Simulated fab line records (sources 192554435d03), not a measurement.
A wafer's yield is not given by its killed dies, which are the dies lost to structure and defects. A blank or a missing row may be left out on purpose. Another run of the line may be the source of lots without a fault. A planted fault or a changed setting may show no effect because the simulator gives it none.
fab line records	flow n5-finfet
record: lots: 7	wafers: 39
route steps=1938 shown WELL_APT@39 FIN_CUT@160 DUMMY_GATE@228 HKMG_FIN@434 MOL_CONTACT_COAG@562
start-h: start of the lot's first displayed wafer, in hours after the record's first day	wait-h: how many hours have passed since the lot's step before this one	" repeats the value in the row above	L1.1+2: several wafers, shown together as one row	- no value, or no start given	* or withheld: withheld	< > ~ a bound
route shown NAME@n: NAME is a module with steps in the file, n the number in the route of the first one	usual: mean/standard deviation of fault-free wafers	same: alike in all rows	chamber/n: place in a boat	sites: the reading at each site	_std_site: their standard deviation	_edge_site: the outer-site mean with the inner-site mean subtracted	radius-mm: for every site, how far away it sits from the centre of the wafer	mask NAME#n: copy n	behind: the last tool/chamber to shape the wafer	hold: what put the lot on hold/how long, in hours/how the hold closed	device: transistor that didn't switch, given as n, p or np	end of line: the route-end tests of the same wafers	a step without rows: its recipe alone	killed: at the first sort, the dies lost to defects and structure; wafer yield is something else	map: a wafer's dies, x killed, . not, _ none there
set.NAME: the setting that was run; set.NAME@STEP: the one run at that earlier step	model.NAME: the simulator's own value behind a step, which no gauge read
one table per step and one row per wafer, for lots whose settings were changed on purpose
== steps ==
step: N5_WELL_APT_EXPOSE_22
recipe: mask-id: PWELL	na: 0.8	source-shape: conventional	sigma-outer: 0.8	polarization: unpolarized	defocus-nm: 0	target-cd-nm: 200	dose-mj: 23.2
lot.wafer	tool	chamber	start-h	wait-h	mask	set.dose-mj
L077.1+2+5	krf-scanner-01	0	32.64	-	PWELL#0	22.11
L077.3+4+6	"	0	"	"	PWELL#0	23.2
L083.1+3+4	krf-scanner-02	0	68.89	-	PWELL#0	23.2
L083.2+5+6	"	0	"	"	PWELL#0	22.32
L085.1+3+5	krf-scanner-02	0	80.88	-	PWELL#0	21.55
L085.2+4+6	"	0	"	"	PWELL#0	23.2
L089.1+4+6	krf-scanner-02	0	104.77	-	PWELL#0	23.2
L089.2+3+5	"	0	"	"	PWELL#0	24.46
L091.1+4+6	krf-scanner-01	0	116.83	-	PWELL#0	23.2
L091.2+3+5	"	0	"	"	PWELL#0	21.55
L093.1+2+3+4+5+6	krf-scanner-02	0	129.57	-	PWELL#0	23.2
L096.1+5+6	krf-scanner-02	0	146.63	-	PWELL#0	23.2
step: N5_WELL_APT_PEB_23
recipe: peb-temp-c: 130	peb-time-s: 90
step: N5_WELL_APT_DEVELOP_24
recipe: develop-time-s: 45	rinse-liquid: surfactant-rinse	dry: air-spin	dev-temp-c: 21
step: N5_WELL_APT_HARDBAKE_29
recipe: temp-c: 130	time-s: 120
step: N5_WELL_APT_CD_MEAS_25
recipe: target-cd-nm: 200	landing-energy-ev: 500	detector: se-inlens
usual: cd-nm: 200.7/1.8
lot.wafer	tool	chamber	start-h	wait-h	set.dose-mj@WELL_APT_EXPOSE_22	cd-nm
L077.1	cd-sem-03	0	32.81	-	22.11	192.7
L077.2	"	0	"	"	22.11	194.3
L077.3	"	0	"	"	23.2	204.5
L077.4	"	0	"	"	23.2	198.5
L077.5	"	0	"	"	22.11	193.4
L077.6	"	0	"	"	23.2	201.7
L083.1	cd-sem-02	0	69.07	-	23.2	198.5
L083.2	"	0	"	"	22.32	192.8
L083.3	"	0	"	"	23.2	198.2
L083.4	"	0	"	"	23.2	198.6
L083.5	"	0	"	"	22.32	193.2
L083.6	"	0	"	"	22.32	191.1
L085.1	cd-sem-01	0	81.05	-	21.55	186.4
L085.2	"	0	"	"	23.2	200.4
L085.3	"	0	"	"	21.55	187.9
L085.4	"	0	"	"	23.2	200.8
L085.5	"	0	"	"	21.55	184.0
L085.6	"	0	"	"	23.2	201.7
L089.1	cd-sem-03	0	104.95	-	23.2	199.4
L089.2	"	0	"	"	24.46	212.1
L089.3	"	0	"	"	24.46	212.1
L089.4	"	0	"	"	23.2	202.2
L089.5	"	0	"	"	24.46	211.0
L089.6	"	0	"	"	23.2	200.2
L091.1	cd-sem-03	0	117.00	-	23.2	198.2
L091.2	"	0	"	"	21.55	187.3
L091.3	"	0	"	"	21.55	188.5
L091.4	"	0	"	"	23.2	202.5
L091.5	"	0	"	"	21.55	187.2
L091.6	"	0	"	"	23.2	204.2
L093.1	cd-sem-03	0	129.74	-	23.2	201.6
L093.2	"	0	"	"	23.2	202.5
L093.3	"	0	"	"	23.2	200.7
L093.4	"	0	"	"	23.2	200.3
L093.5	"	0	"	"	23.2	202.8
L093.6	"	0	"	"	23.2	202.0
L096.1	cd-sem-02	0	146.80	-	23.2	201.6
L096.5	"	0	"	"	23.2	200.4
L096.6	"	0	"	"	23.2	201.9
step: N5_WELL_APT_DESCUM_30
recipe: chemistry: O2	time-s: 7.9	source-power-w: 50	bias-power-w: 20	pressure-mtorr: 20	rf-frequency-hz: 2.712e+07	temp-c: 40	o2-flow-sccm: 225
lot.wafer	tool	chamber	start-h	wait-h	set.dose-mj@WELL_APT_EXPOSE_22	model.WELL_APT.cd-nm
L077.1	rie-diel-06	1	32.90	0.0	22.11	193
L077.2	"	3	"	"	22.11	194.7
L077.3	"	0	"	"	23.2	204.5
L077.4	"	2	"	"	23.2	199
L077.5	"	3	"	"	22.11	193.4
L077.6	"	2	"	"	23.2	202.2
L083.1+3	rie-diel-01	1,0	69.15	0.0	23.2	198.4
L083.2	"	3	"	"	22.32	192.8
L083.4	"	2	"	"	23.2	198.6
L083.5	"	2	"	"	22.32	193.2
L083.6	"	1	"	"	22.32	191.2
L085.1	rie-diel-06	1	81.30	0.2	21.55	186.3
L085.2	"	0	"	"	23.2	200.5
L085.3	"	2	"	"	21.55	188
L085.4	"	3	"	"	23.2	201.3
L085.5	"	2	"	"	21.55	184.2
L085.6	"	1	"	"	23.2	201.8
L089.1	rie-diel-05	0	105.28	0.3	23.2	199.6
L089.2	"	1	"	"	24.46	212.5
L089.3	"	2	"	"	24.46	212.1
L089.4	"	3	"	"	23.2	202.1
L089.5	"	2	"	"	24.46	211.1
L089.6	"	3	"	"	23.2	200.3
L091.1	rie-diel-05	3	117.09	0.0	23.2	198.4
L091.2+5	"	1,3	"	"	21.55	187.4
L091.3	"	0	"	"	21.55	188.8
L091.4	"	2	"	"	23.2	202.3
L091.6	"	2	"	"	23.2	204.4
L093.1	rie-diel-06	0	130.05	0.3	23.2	202
L093.2	"	1	"	"	23.2	202.9
L093.3	"	2	"	"	23.2	200.9
L093.4	"	3	"	"	23.2	200.3
L093.5	"	1	"	"	23.2	202.3
L093.6	"	0	"	"	23.2	202.1
L096.1	rie-diel-05	3	146.94	0.1	23.2	201.3
L096.5	"	1	"	"	23.2	200.8
L096.6	"	2	"	"	23.2	201.9
step: N5_FIN_CUT_EXPOSE_05
recipe: mask-id: FIN_CUT	na: 0.33	source-shape: annular	sigma-inner: 0.35	sigma-outer: 0.8	polarization: unpolarized	dose-mj: 45.75
lot.wafer	tool	chamber	start-h	wait-h	mask	set.dose-mj
L077.1+2+3+4+5+6	euv-scanner-01	0	47.56	-	FIN_CUT#0	45.75
L083.1+2+6	euv-scanner-02	0	81.94	-	FIN_CUT#0	43.84
L083.3+4+5	"	0	"	"	FIN_CUT#0	45.75
L085.1+2+3	euv-scanner-02	0	93.17	-	FIN_CUT#0	45.75
L085.4+5+6	"	0	"	"	FIN_CUT#0	43.52
L089.1+2+6	euv-scanner-02	0	116.98	-	FIN_CUT#0	47.06
L089.3+4+5	"	0	"	"	FIN_CUT#0	45.75
L091.1+2+3+4+5+6	euv-scanner-02	0	128.33	-	FIN_CUT#0	45.75
L093.1+2+3+4+5+6	euv-scanner-02	0	140.90	-	FIN_CUT#0	45.75
L096.1+5+6	euv-scanner-02	0	159.63	-	FIN_CUT#0	45.75
step: N5_FIN_CUT_PEB_06
recipe: peb-temp-c: 100	peb-time-s: 60	resist: CAR-EUV
step: N5_FIN_CUT_DEVELOP_07
recipe: develop-time-s: 30	developer: TMAH	resist: CAR-EUV	rinse-liquid: surfactant-rinse	dry: air-spin	dev-temp-c: 23
step: N5_FIN_CUT_DESCUM_13
recipe: chemistry: O2	time-s: 7	source-power-w: 50	bias-power-w: 20	pressure-mtorr: 20	rf-frequency-hz: 2.712e+07	temp-c: 40	resist: CAR-EUV	o2-flow-sccm: 225
step: N5_FIN_CUT_ETCH_30
recipe: chemistry: N2/H2	target: underlayer	target-depth-a: 130	mask-material: CAR-EUV	time-s: 10.4	ion-energy-ev: 200	pressure-mtorr: 30	source-w: 840	bias-w: 150	n2-flow-sccm: 200	h2-flow-sccm: 200	ends: cleared
lot.wafer	tool	chamber	start-h	wait-h	set.dose-mj@FIN_CUT_EXPOSE_05	model.FIN_CUT.cd-offset-nm
L077.1+2+3+6	rie-diel-02	3,0,2,0	47.86	0.0	45.75	0
L077.4+5	"	1	"	"	45.75	-0.2
L083.1+2	rie-diel-04	1,2	82.23	0.0	43.84	-0.8
L083.3	"	3	"	"	45.75	0
L083.4+5	"	0	"	"	45.75	-0.2
L083.6	"	3	"	"	43.84	-0.6
L085.1+2+3	rie-diel-03	2,0,3	93.49	0.0	45.75	0
L085.4+5+6	"	1,2,1	"	"	43.52	-0.8
L089.1	rie-diel-04	0	117.28	0.0	47.06	0.6
L089.2+6	"	2	"	"	47.06	0.4
L089.3	"	1	"	"	45.75	0
L089.4	"	0	"	"	45.75	0.2
L089.5	"	1	"	"	45.75	-0.2
L091.1+3+4+5+6	rie-diel-02	3,1,2,2,1	128.62	0.0	45.75	0
L091.2	"	0	"	"	45.75	0.2
L093.1+2+3+5+6	rie-diel-03	0,3,2,3,0	141.61	0.0	45.75	0
L093.4	"	1	"	"	45.75	-0.2
L096.1	rie-diel-04	2	159.92	0.0	45.75	0
L096.5+6	"	2,3	"	"	45.75	-0.2
step: N5_DUMMY_GATE_EXPOSE_12
recipe: mask-id: GATE	na: 0.33	source-shape: annular	sigma-inner: 0.2	sigma-outer: 0.6	polarization: unpolarized	target-cd-nm: 25	dose-mj: 34
lot.wafer	tool	chamber	start-h	wait-h	mask	set.dose-mj
L077.1+5+6	euv-scanner-02	0	66.82	-	GATE#0	34
L077.2+3+4	"	0	"	"	GATE#0	33.01
L083.1+3+5	euv-scanner-02	0	100.60	-	GATE#0	32.71
L083.2+4+6	"	0	"	"	GATE#0	34
L085.1+3+4	euv-scanner-02	0	112.65	-	GATE#0	34
L085.2+5+6	"	0	"	"	GATE#0	31.45
L089.1+3+6	euv-scanner-02	0	135.57	-	GATE#0	35.42
L089.2+4+5	"	0	"	"	GATE#0	34
L091.1+2+6	euv-scanner-01	0	146.98	-	GATE#0	32.93
L091.3+4+5	"	0	"	"	GATE#0	34
L093.1+3+6	euv-scanner-01	0	160.75	-	GATE#0	34
L093.2+4+5	"	0	"	"	GATE#0	32.91
L096.1+5+6	euv-scanner-02	0	177.87	-	GATE#0	34
step: N5_DUMMY_GATE_PEB_13
recipe: peb-temp-c: 100	peb-time-s: 60	resist: CAR-EUV
step: N5_DUMMY_GATE_DEVELOP_14
recipe: develop-time-s: 30	developer: TMAH	resist: CAR-EUV	rinse-liquid: surfactant-rinse	dry: air-spin	dev-temp-c: 23
step: N5_DUMMY_GATE_CD_MEAS_15
recipe: target-cd-nm: 25.8	landing-energy-ev: 500	detector: se-inlens
usual: cd-nm: 25.10/0.28
lot.wafer	tool	chamber	start-h	wait-h	set.dose-mj@DUMMY_GATE_EXPOSE_12	cd-nm
L077.1	cd-sem-03	0	66.94	-	34	25.46
L077.2	"	0	"	"	33.01	25.80
L077.3	"	0	"	"	33.01	25.57
L077.4	"	0	"	"	33.01	25.48
L077.5	"	0	"	"	34	24.86
L077.6	"	0	"	"	34	25.57
L083.1	cd-sem-02	0	100.73	-	32.71	25.38
L083.2	"	0	"	"	34	25.07
L083.3	"	0	"	"	32.71	25.68
L083.4	"	0	"	"	34	25.35
L083.5	"	0	"	"	32.71	25.87
L083.6	"	0	"	"	34	25.02
L085.1	cd-sem-01	0	112.78	-	34	25.27
L085.2	"	0	"	"	31.45	26.89
L085.3	"	0	"	"	34	25.34
L085.4	"	0	"	"	34	24.87
L085.5	"	0	"	"	31.45	27.24
L085.6	"	0	"	"	31.45	27.19
L089.1	cd-sem-03	0	135.69	-	35.42	24.17
L089.2	"	0	"	"	34	25.00
L089.3	"	0	"	"	35.42	24.33
L089.4	"	0	"	"	34	24.93
L089.5	"	0	"	"	34	25.18
L089.6	"	0	"	"	35.42	24.81
L091.1	cd-sem-01	0	147.11	-	32.93	25.59
L091.2	"	0	"	"	32.93	25.25
L091.3	"	0	"	"	34	24.65
L091.4	"	0	"	"	34	24.76
L091.5	"	0	"	"	34	25.13
L091.6	"	0	"	"	32.93	25.65
L093.1	cd-sem-02	0	160.88	-	34	25.06
L093.2	"	0	"	"	32.91	25.89
L093.3	"	0	"	"	34	24.61
L093.4	"	0	"	"	32.91	26.04
L093.5	"	0	"	"	32.91	25.28
L093.6	"	0	"	"	34	24.72
L096.1	cd-sem-03	0	177.99	-	34	24.95
L096.5	"	0	"	"	34	25.06
L096.6	"	0	"	"	34	25.30
step: N5_DUMMY_GATE_ETCH_31
recipe: chemistry: C4F6/O2	target: SiO2	mask-material: SOC	target-depth-a: 825	time-s: 27.5	ion-energy-ev: 250	pressure-mtorr: 30	source-w: 345	bias-w: 185	Ar_flow_sccm: 300	C4F6_flow_sccm: 10	O2_flow_sccm: 10
lot.wafer	tool	chamber	start-h	wait-h	set.target-depth-a	model.etch.depth-nm
L077.1	rie-diel-03	0	67.90	0.1	891.3	89.78
L077.2	"	3	"	"	891.3	88.55
L077.3	"	2	"	"	891.3	88.32
L077.4	"	1	"	"	825	83.06
L077.5	"	0	"	"	825	82.77
L077.6	"	3	"	"	825	81.88
L083.1	rie-diel-02	2	101.28	0.0	748.8	75.78
L083.2	"	1	"	"	825	79.04
L083.3	"	0	"	"	748.8	74.21
L083.4	"	3	"	"	825	85.29
L083.5	"	0	"	"	825	81.5
L083.6	"	3	"	"	748.8	75.86
L085.1	rie-diel-03	3	113.37	0.0	825	80.92
L085.2	"	0	"	"	825	83.47
L085.3	"	1	"	"	825	83.92
L085.4	"	2	"	"	825	82.75
L085.5	"	3	"	"	825	81.38
L085.6	"	0	"	"	825	83.12
L089.1	rie-diel-02	0	136.43	0.2	825	80.99
L089.2	"	1	"	"	881.7	85.31
L089.3	"	3	"	"	825	83.72
L089.4	"	2	"	"	881.7	88.79
L089.5	"	2	"	"	825	83.23
L089.6	"	3	"	"	881.7	89.86
L091.1	rie-diel-04	2	147.67	0.0	825	81.87
L091.2	"	1	"	"	746.4	73.12
L091.3	"	0	"	"	746.4	72.41
L091.4	"	3	"	"	746.4	73.27
L091.5	"	0	"	"	825	80.1
L091.6	"	1	"	"	825	80.38
L093.1	rie-diel-02	1	161.43	0.0	825	79.3
L093.2	"	0	"	"	825	80.82
L093.3	"	3	"	"	825	84.23
L093.4	"	2	"	"	825	82.41
L093.5	"	0	"	"	825	80.55
L093.6	"	3	"	"	825	84.11
L096.1	rie-diel-02	1	178.55	0.0	825	79.46
L096.5	"	2	"	"	825	81.86
L096.6	"	1	"	"	825	79.59
step: N5_HKMG_FIN_ETCH_31
recipe: chemistry: CF4	target: SiARC	target-depth-a: 455	mask-material: CAR-ArF	time-s: 75.8	ion-energy-ev: 80	pressure-mtorr: 40	source-w: 545	bias-w: 36	Ar_flow_sccm: 100	cf4-flow-sccm: 100	ends: cleared
usual: rf-vpp-V: 183.9/1.1
lot.wafer	tool	chamber	start-h	wait-h	set.bias-w	rf-vpp-V
L077.1	rie-diel-01	0	96.00	0.0	38.52	191.9
L077.2	"	2	"	"	36	183.8
L077.3	"	1	"	"	38.52	191.5
L077.4	"	3	"	"	36	184.4
L077.5	"	3	"	"	38.52	191.4
L077.6	"	2	"	"	36	184.7
L083.1	rie-diel-01	1	130.17	0.0	38.14	190.3
L083.2	"	2	"	"	38.14	191.6
L083.3	"	0	"	"	36	182.4
L083.4	"	3	"	"	38.14	190.2
L083.5	"	2	"	"	36	184.3
L083.6	"	3	"	"	36	184.5
L085.1	rie-diel-05	2	140.52	0.0	36	184.5
L085.2	"	3	"	"	36	183.2
L085.3	"	1	"	"	29.61	161.7
L085.4	"	0	"	"	29.61	161.2
L085.5	"	2	"	"	29.61	163.7
L085.6	"	1	"	"	36	184.0
L089.1	rie-diel-05	0	165.53	0.0	36	183.6
L089.2	"	3	"	"	36	184.9
L089.3	"	2	"	"	36	185.1
L089.4	"	1	"	"	36	182.7
L089.5	"	1	"	"	36	182.8
L089.6	"	2	"	"	36	186.1
L091.1	rie-diel-01	1	176.92	0.0	42.77	205.6
L091.2	"	2	"	"	36	183.1
L091.3	"	0	"	"	36	182.8
L091.4	"	3	"	"	42.77	204.6
L091.5	"	2	"	"	42.77	206.1
L091.6	"	1	"	"	36	183.9
L093.1	rie-diel-01	2	190.97	0.0	36	184.1
L093.2	"	1	"	"	36	184.5
L093.3	"	0	"	"	40.39	197.6
L093.4	"	1	"	"	36	183.4
L093.5	"	0	"	"	40.39	196.8
L093.6	"	2	"	"	40.39	199.8
L096.1	rie-diel-06	0	209.19	0.0	36	184.9
L096.5	"	3	"	"	36	182.5
L096.6	"	1	"	"	36	183.9
step: N5_MOL_CONTACT_COAG_ALD_123
recipe: material: SiNx	target-thk-a: 50	temp-c: 400	ald-precursor-family: SiH2I2	ald-co-reactant: N2/H2-plasma	pulse-time-s: 1	purge-time-s: 2	co-reactant-purge-time-s: 2	ald-cycles: 100	pressure-torr: 2
lot.wafer	tool	chamber	start-h	wait-h	set.ald-cycles	model.SiNx_of_MOL_CONTACT_COAG_ALD_123.thk-nm
L077.1+2+4	ald-sin-04	1,2,3	116.76	0.0	116	5.8
L077.3+5+6	"	0,2,1	"	"	100	5
L083.1+5+6	ald-sin-03	1,3,2	152.75	0.1	88	4.4
L083.2+3+4	"	3,2,1	"	"	100	5
L085.1+4+6	ald-sin-04	3,0,2	161.21	0.0	100	5
L085.2+3+5	"	1,2,3	"	"	88	4.4
L089.1+2+3+4+5+6	ald-sin-03	1,0,3,2,2,3	187.23	0.0	100	5
L091.1+2+3+4+5+6	ald-sin-03	0,2,1,3,0,1	199.34	0.0	100	5
L093.1+2+3	ald-sin-04	1,3,2	211.06	0.0	100	5
L093.4+5+6	"	0,2,1	"	"	85	4.2
L096.1+5+6	ald-sin-02	1,2,1	231.14	0.0	100	5
step: N5_MOL_CONTACT_COAG_ETCHBACK_135
recipe: chemistry: CHF3	target: SiO2	target-depth-a: 250	time-s: 16.7	ion-energy-ev: 200	pressure-mtorr: 30	source-w: 610	bias-w: 170	Ar_flow_sccm: 200	CHF3_flow_sccm: 50
lot.wafer	tool	chamber	start-h	wait-h	set.target-depth-a
L077.1+2+3+4+5+6	rie-diel-06	0,3,1,2,0,3	119.58	0.0	250
L083.1+2+6	rie-diel-06	0,2,3	154.74	0.0	250
L083.3+4+5	"	1,3,2	"	"	218.3
L085.1+2+5	rie-diel-06	1,2,2	163.87	0.0	250
L085.3+4+6	"	3,0,1	"	"	228
L089.1+2+3	rie-diel-01	2,1,0	189.14	0.0	250
L089.4+5+6	"	2,0,1	"	"	238.9
L091.1+2+3+4+5+6	rie-diel-06	1,3,0,1,3,0	200.74	0.0	250
L093.1+2+3+4+5+6	rie-diel-06	3,0,2,1,3,0	212.69	0.0	250
L096.1+5+6	rie-diel-05	2,0,3	232.67	0.0	250
step: N5_MOL_CONTACT_COAG_STRIP_118
recipe: chemistry: CHF3	resist: SiARC	rf-frequency-hz: 6e+07
step: N5_MOL_CONTACT_COAG_VIA_ETCH_46
recipe: chemistry: C4F6/O2	target-depth-a: 460	overetch-a: 92	mask-material: SOC	target: SiO2	bias-w: 455	pressure-mtorr: 10	time-s: 40	source-w: 325	Ar_flow_sccm: 300	C4F6_flow_sccm: 10	O2_flow_sccm: 10	ion-energy-ev: 575.3	ends: end-point
step: N5_MOL_CONTACT_COAG_STRIP_120
recipe: chemistry: CHF3	resist: SiARC	rf-frequency-hz: 6e+07
step: N5_MOL_CONTACT_COAG_VIA_ETCH_117
recipe: chemistry: C4F6/O2	target-depth-a: 400	overetch-a: 80	mask-material: SOC	target: SiO2	bias-w: 455	pressure-mtorr: 10	time-s: 26	source-w: 325	Ar_flow_sccm: 300	C4F6_flow_sccm: 10	O2_flow_sccm: 10	ion-energy-ev: 575.3	ends: end-point
step: N5_MOL_CONTACT_COAG_ETCH_124
recipe: chemistry: CH3F/O2	target: SiNx	target-depth-a: 65	mask-material: SOC	stop-on: SiOC	over-etch-frac: 0.3	ion-energy-ev: 120	pressure-mtorr: 30	source-w: 395	bias-w: 73	Ar_flow_sccm: 150	CH3F_flow_sccm: 30	O2_flow_sccm: 20	ends: end-point
lot.wafer	tool	chamber	start-h	wait-h	set.ald-cycles@MOL_CONTACT_COAG_ALD_123	model.etch.depth-nm
L077.1	rie-diel-05	2	120.94	0.0	116	5.786
L077.2	"	0	"	"	116	5.789
L077.3	"	1	"	"	100	4.984
L077.4	"	3	"	"	116	5.795
L077.5	"	2	"	"	100	4.961
L077.6	"	3	"	"	100	5.005
L083.1	rie-diel-06	0	156.35	0.0	88	4.424
L083.2	"	2	"	"	100	5.047
L083.3	"	3	"	"	100	5.013
L083.4	"	1	"	"	100	5.021
L083.5	"	2	"	"	88	4.429
L083.6	"	1	"	"	88	4.388
L085.1	rie-diel-01	2	165.50	0.0	100	5.04
L085.2	"	0	"	"	88	4.423
L085.3	"	3	"	"	88	4.406
L085.4	"	2	"	"	100	4.986
L085.5	"	3	"	"	88	4.421
L085.6	"	0	"	"	100	5.034
L089.1	rie-diel-05	3	191.21	0.0	100	5.018
L089.2	"	0	"	"	100	5.024
L089.3	"	1	"	"	100	5.026
L089.4	"	2	"	"	100	5.01
L089.5	"	0	"	"	100	5.004
L089.6	"	1	"	"	100	5.016
L091.1	rie-diel-05	0	202.11	0.0	100	5.018
L091.2	"	1	"	"	100	5.031
L091.3	"	3	"	"	100	5.041
L091.4	"	3	"	"	100	5.035
L091.5	"	1	"	"	100	4.994
L091.6	"	0	"	"	100	5.044
L093.1	rie-diel-05	0	214.00	0.0	100	5
L093.2	"	1	"	"	100	5.029
L093.3	"	3	"	"	100	4.983
L093.4	"	1	"	"	85	4.233
L093.5	"	3	"	"	85	4.232
L093.6	"	0	"	"	85	4.239
L096.1	rie-diel-05	3	234.23	0.0	100	4.997
L096.5	"	2	"	"	100	4.986
L096.6	"	0	"	"	100	4.995
== key ==
split: step: N5_WELL_APT_EXPOSE_22	setting: dose-mj	stated: 23.2	by: wafer
response: step: N5_WELL_APT_CD_MEAS_25	reading: cd-nm	change: +1.96	per: 1%	r: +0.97
response: step: N5_WELL_APT_DESCUM_30	reading: model.WELL_APT.cd-nm	change: +1.96	per: 1%	r: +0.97
split: step: N5_FIN_CUT_EXPOSE_05	setting: dose-mj	stated: 45.75	by: wafer
response: step: N5_FIN_CUT_ETCH_30	reading: model.FIN_CUT.cd-offset-nm	change: +0.157	per: 1%	r: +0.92
split: step: N5_DUMMY_GATE_EXPOSE_12	setting: dose-mj	stated: 34	by: wafer
response: step: N5_DUMMY_GATE_CD_MEAS_15	reading: cd-nm	change: -0.214	per: 1%	r: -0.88
split: step: N5_DUMMY_GATE_ETCH_31	setting: target-depth-a	stated: 825	by: wafer
response: step: N5_DUMMY_GATE_ETCH_31	reading: model.etch.depth-nm	change: +0.777	per: 1%	r: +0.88
split: step: N5_HKMG_FIN_ETCH_31	setting: bias-w	stated: 36	by: wafer
response: step: N5_HKMG_FIN_ETCH_31	reading: rf-vpp-V	change: +1.18	per: 1%	r: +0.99
split: step: N5_MOL_CONTACT_COAG_ALD_123	setting: ald-cycles	stated: 100	by: wafer
response: step: N5_MOL_CONTACT_COAG_ALD_123	reading: model.SiNx_of_MOL_CONTACT_COAG_ALD_123.thk-nm	change: +0.051	per: 1%	r: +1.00
response: step: N5_MOL_CONTACT_COAG_ETCH_124	reading: model.etch.depth-nm	change: +0.0508	per: 1%	r: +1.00
split: step: N5_MOL_CONTACT_COAG_ETCHBACK_135	setting: target-depth-a	stated: 250	by: wafer
response none clear
